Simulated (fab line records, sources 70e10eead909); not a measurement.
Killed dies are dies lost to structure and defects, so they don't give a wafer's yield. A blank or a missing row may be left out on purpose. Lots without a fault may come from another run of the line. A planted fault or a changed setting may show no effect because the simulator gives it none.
Which tool did it? | flow nand_harc | 12 lots, 36 wafers sampled, at 6 steps of a route of 1302

WHAT THE GAUGES READ, wafer by wafer
NHARC_P_STI_OCD_MEAS_17. Usual: trench_depth_nm 301 nm, standard deviation 4.1; trench_foot_cd_nm 157.6 nm, standard deviation 2.3.
lot  | measured     | on     | trench_depth_nm (nm) | trench_foot_cd_nm (nm) | flag
L464 | day 2 21:10  | ocd-01 | 297 300 296          | 159.3 158.0 162.2      |
L466 | day 3 17:23  | ocd-02 | 297 302 306          | 161.7 159.8 159.6      |
L467 | day 4 03:59  | ocd-01 | 303 306 292          | 156.5 156.3 160.0      |
L470 | day 5 11:02  | ocd-01 | 306 306 297          | 152.9 160.3 158.9      |
L474 | day 7 04:29  | ocd-02 | 306 301 301          | 158.2 163.9 160.2      |
L475 | day 7 12:08  | ocd-01 | 305 298 296          | 158.5 161.9 157.3      |
L476 | day 7 20:49  | ocd-02 | 303 303 299          | 157.3 155.0 157.5      |
L477 | day 8 05:27  | ocd-01 | 302 307 298          | 156.4 153.7 156.3      |
L478 | day 8 17:05  | ocd-02 | 308 303 309          | 159.1 156.6 155.4      |
L480 | day 9 13:12  | ocd-02 | 301 300 300          | 155.8 155.9 158.0      |
L482 | day 10 09:25 | ocd-01 | 307 305 299          | 157.0 157.7 154.9      |
L483 | day 10 18:05 | ocd-02 | 297 296 294          | 156.8 157.1 159.2      |

NHARC_P_GATE_CD_MEAS_26: target cd 120 nm. Usual: cd_nm 120.3 nm, standard deviation 0.58.
lot  | measured     | on        | cd_nm (nm)        | flag
L464 | day 4 22:40  | cd_sem-03 | 119.3 119.9 120.0 |
L466 | day 5 20:37  | cd_sem-03 | 120.0 119.6 121.2 |
L467 | day 6 07:17  | cd_sem-01 | 119.6 119.7 120.1 |
L470 | day 7 14:07  | cd_sem-01 | 119.7 120.4 119.8 |
L474 | day 9 11:40  | cd_sem-02 | 119.3 119.7 120.3 |
L475 | day 9 15:45  | cd_sem-01 | 120.7 119.8 120.3 |
L476 | day 9 23:47  | cd_sem-03 | 120.1 120.4 119.7 |
L477 | day 10 09:32 | cd_sem-02 | 119.9 119.5 119.8 |
L478 | day 11 02:15 | cd_sem-03 | 119.6 127.1 119.7 | OFF
L480 | day 11 19:44 | cd_sem-02 | 119.9 120.7 120.3 |
L482 | day 12 11:38 | cd_sem-02 | 120.7 119.4 119.5 |
L483 | day 12 22:52 | cd_sem-02 | 120.3 120.5 121.2 |

NHARC_P_GATE_CD_MEAS_46: target cd 720 nm. Usual: cd_nm 719.8 nm, standard deviation 1.4.
lot  | measured     | on        | cd_nm (nm)        | flag
L464 | day 5 10:26  | cd_sem-02 | 720.8 719.1 719.5 |
L466 | day 6 10:50  | cd_sem-03 | 722.3 720.4 720.3 |
L467 | day 6 19:08  | cd_sem-02 | 720.4 720.8 717.8 |
L470 | day 8 02:08  | cd_sem-02 | 718.3 718.0 717.7 |
L474 | day 10 05:56 | cd_sem-01 | 716.6 717.1 718.8 |
L475 | day 10 03:44 | cd_sem-03 | 717.7 718.7 719.5 |
L476 | day 10 11:46 | cd_sem-01 | 719.3 718.5 720.1 |
L477 | day 10 21:26 | cd_sem-02 | 718.9 719.8 719.1 |
L478 | day 11 14:13 | cd_sem-02 | 718.7 719.7 716.5 |
L480 | day 12 07:44 | cd_sem-02 | 719.7 719.9 720.7 |
L482 | day 13 00:05 | cd_sem-01 | 721.6 719.8 719.3 |
L483 | day 13 10:59 | cd_sem-02 | 720.2 719.5 719.2 |

NHARC_END_SORT_01. Usual: killed_at_array 52, standard deviation 17; killed_at_other 0.9, standard deviation 1.2; killed_at_periphery 3.9, standard deviation 2.7; killed_dies 57, standard deviation 16; killed_open 3.3, standard deviation 1.9; killed_short 2.5, standard deviation 1.5.
lot  | measured     | on        | killed_at_array | killed_at_other | killed_at_periphery | killed_dies | killed_open | killed_short | flag
L478 | day 30 02:34 | prober-02 | 20              | 0               | 9                   | 29          | 4           | 0            |

WHICH TOOL RAN EACH LOT (tool, then ch and the chambers of the sampled wafers, then the start)
lot  | NHARC_P_STI_ETCH_31                           | NHARC_P_GATE_PEB_24
L464 | rie_diel-06 ch 0,2, day 2 21:10 or earlier    | litho_track-01 ch 0, day 4 22:35
L466 | rie_diel-10 ch 0,1, day 3 17:23 or earlier    | litho_track-01 ch 0, day 5 20:32
L467 | rie_diel-10 ch 0,1,3, day 4 03:59 or earlier  | litho_track-04 ch 0, day 6 07:13
L470 | rie_diel-06 ch 0,1, day 5 11:02 or earlier    | litho_track-06 ch 0, day 7 14:01
L474 | rie_diel-06 ch 1,2,3, day 7 04:29 or earlier  | litho_track-06 ch 0, day 9 11:35
L475 | rie_diel-10 ch 0,2,3, day 7 12:08 or earlier  | litho_track-06 ch 0, day 9 15:40
L476 | rie_diel-07 ch 0,2, day 7 20:49 or earlier    | litho_track-01 ch 0, day 9 23:42
L477 | rie_diel-06 ch 0,1, day 8 05:27 or earlier    | litho_track-01 ch 0, day 10 09:27
L478 | rie_diel-07 ch 1,2, day 8 17:05 or earlier    | litho_track-01 ch 0, day 11 02:10
L480 | rie_diel-06 ch 0,1,3, day 9 13:12 or earlier  | litho_track-06 ch 0, day 11 19:39
L482 | rie_diel-06 ch 1,2,3, day 10 09:25 or earlier | litho_track-04 ch 0, day 12 11:34
L483 | rie_diel-10 ch 1,2,3, day 10 18:05 or earlier | litho_track-04 ch 0, day 12 22:47
- NHARC_P_STI_ETCH_31: etches the open film in CF4/CHF3, target depth 108.9 nm, time 54.5 s.
- NHARC_P_GATE_PEB_24: peb time 65 s.

WHAT THE TOOLS THEMSELVES READ (means of the sampled wafers that have a number; where no wafer has one, the mark that the record gives instead)
NHARC_P_STI_ETCH_31. Usual: drypump_motor_current_A 5.8 A, standard deviation 0.42; mfc_ar_sccm 0.011 sccm, standard deviation 0.0075; oes_product_au 0.962 a.u., standard deviation 0.016; rf_fwd_power_W 495.7 W, standard deviation 1.7; rf_vpp_V 372.1 V, standard deviation 1.8; showerhead_plenum_p_Torr 1.62 Torr, standard deviation 0.048; throttle_valve_pct 16.802 %, standard deviation 0.0086.
lot  | tool        | drypump_motor_current_A (A) | mfc_ar_sccm (sccm) | oes_product_au (a.u.) | rf_fwd_power_W (W) | rf_vpp_V (V) | showerhead_plenum_p_Torr (Torr) | throttle_valve_pct (%) | flag
L464 | rie_diel-06 | 5.6                         | 0.010              | 0.951                 | 496.5              | 372.4        | 1.63                            | 16.797                 |
L466 | rie_diel-10 | 6.1                         | 0.017              | 0.957                 | 495.5              | 368.3        | 1.50                            | 16.798                 |
L467 | rie_diel-10 | 5.9                         | 0.013              | 0.953                 | 495.3              | 369.8        | 1.56                            | 16.811                 |
L470 | rie_diel-06 | 6.3                         | 0.012              | 0.988                 | 497.0              | 372.6        | 1.62                            | 16.801                 |
L474 | rie_diel-06 | 5.7                         | 0.009              | 0.970                 | 496.0              | 372.2        | 1.63                            | 16.803                 |
L475 | rie_diel-10 | 5.8                         | 0.005              | 0.965                 | 495.4              | 371.9        | 1.61                            | 16.796                 |
L476 | rie_diel-07 | 5.7                         | 0.014              | 0.969                 | 496.2              | 372.4        | 1.63                            | 16.805                 |
L477 | rie_diel-06 | 6.2                         | 0.013              | 0.967                 | 495.8              | 372.3        | 1.63                            | 16.803                 |
L478 | rie_diel-07 | 5.2                         | 0.012              | 0.964                 | 495.0              | 373.1        | 1.66                            | 16.802                 |
L480 | rie_diel-06 | 6.1                         | 0.010              | 0.970                 | 496.2              | 372.5        | 1.62                            | 16.796                 |
L482 | rie_diel-06 | 5.7                         | 0.009              | 0.969                 | 496.4              | 372.0        | 1.63                            | 16.809                 |
L483 | rie_diel-10 | 5.6                         | 0.013              | 0.957                 | 496.4              | 370.9        | 1.58                            | 16.798                 |

NHARC_P_GATE_PEB_24. Usual: heater_power_total_W 156.6 W, standard deviation 0.41; plate_temp_C 100.00 C, standard deviation 0.14.
lot  | tool           | heater_power_total_W (W) | plate_temp_C (C) | flag
L464 | litho_track-01 | 156.6                    | 100.24           |
L466 | litho_track-01 | 156.2                    | 100.03           |
L467 | litho_track-04 | 156.3                    | 99.95            |
L470 | litho_track-06 | 156.9                    | 99.98            |
L474 | litho_track-06 | 156.8                    | 100.05           |
L475 | litho_track-06 | 156.3                    | 99.97            |
L476 | litho_track-01 | 156.4                    | 99.92            |
L477 | litho_track-01 | 156.9                    | 100.14           |
L478 | litho_track-01 | 162.8                    | 99.94            | OFF
L480 | litho_track-06 | 156.7                    | 99.98            |
L482 | litho_track-04 | 156.9                    | 100.12           |
L483 | litho_track-04 | 156.4                    | 99.91            |

THE ANSWER, worked out from the rows above alone
Rule: a lot is off if the mean of its wafers that have a number lies more than 3 standard deviations from the usual mean. A lot without any number at a reading at which 4 lots or more have one is off too. The other lots that the step has rows for count as sound. The gauges are gone through in route order, then the tools' own readings, and for those a lot's mean is taken as printed above. The first step at which some lot is off is used, and at that step the reading that is off furthest; a lot without a number counts as furthest.
Off: L478, at NHARC_P_GATE_CD_MEAS_26 (cd_nm).
A tool fits if, at a process step before that reading, it ran every lot that is off, and no sound lot after the first of them. The gauges at NHARC_P_GATE_CD_MEAS_26 aren't tried: what is off there is off at NHARC_P_GATE_PEB_24 too, on other tools, and a gauge's error can't cause that. NHARC_P_STI_ETCH_31 gives no start for some lots, so the hours and the order of its lots are those of NHARC_P_STI_OCD_MEAS_17. Can't be told from this: 2 tools fit, rie_diel-07 at NHARC_P_STI_ETCH_31, litho_track-01 at NHARC_P_GATE_PEB_24.

WHAT THE SIMULATOR HAD PUT IN
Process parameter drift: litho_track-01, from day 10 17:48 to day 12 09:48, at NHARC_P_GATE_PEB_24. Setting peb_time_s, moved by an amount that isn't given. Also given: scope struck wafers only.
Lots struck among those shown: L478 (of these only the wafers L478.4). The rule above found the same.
